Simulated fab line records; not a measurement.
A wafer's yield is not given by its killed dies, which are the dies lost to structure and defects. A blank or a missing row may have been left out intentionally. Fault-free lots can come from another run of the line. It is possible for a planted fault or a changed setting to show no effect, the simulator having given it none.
Which tool is to blame? ; flow n5_finfet ; route of 1938 steps, sampled at 1 step: 12 lots, 36 wafers

## WHAT THE GAUGES SHOWED, per wafer
N5_BEOL_M5_RS_MEAS_57: a four-point-probe measurement.
lot;measured;on;M5_RS (ohm/sq)
L075;day 9 21:36;film_metro-01;0.405 0.387 0.403
L077;day 10 06:08;film_metro-02;0.389 0.402 0.389
L080;day 10 18:02;film_metro-01;0.392 0.378 0.370
L079;day 11 11:25;film_metro-01;0.392 0.390 0.392
L083;day 11 21:22;film_metro-01;0.379 0.397 0.373
L087;day 12 10:46;film_metro-02;0.378 0.407 0.378
L085;day 12 22:45;film_metro-01;0.382 0.382 0.383
L086;day 13 05:17;film_metro-02;0.394 0.371 0.392
L090;day 14 03:38;film_metro-02;0.381 0.371 0.374
L095;day 14 11:50;film_metro-02;0.388 0.402 0.397
L094;day 15 07:05;film_metro-01;0.399 0.410 0.409
L097;day 15 16:56;film_metro-01;0.396 0.406 0.400

## WHICH TOOL RAN EACH LOT (tool, then ch and the chambers of the sampled wafers, then the start)
The record holds no process step before these readings.

## THE ANSWER, worked out from the rows above alone
Rule: what is usual is taken from the lots themselves. Put in order of their means at a reading, lots are off if they are a third of the lots or fewer, leave a main group of 4 or more, and stand apart from it by a gap of 3 or more times the standard deviation of the main group's means; of several such gaps the widest counts. A main group is skipped when, at the precision printed for the reading in the tables above, its means are all equal. A lot without any number at a reading at which 4 lots or more have one is off too. The other lots that the step has rows for count as sound.
No lot is off at any reading shown: from this, nothing can be told.

## WHAT THE SIMULATOR HAD INSERTED
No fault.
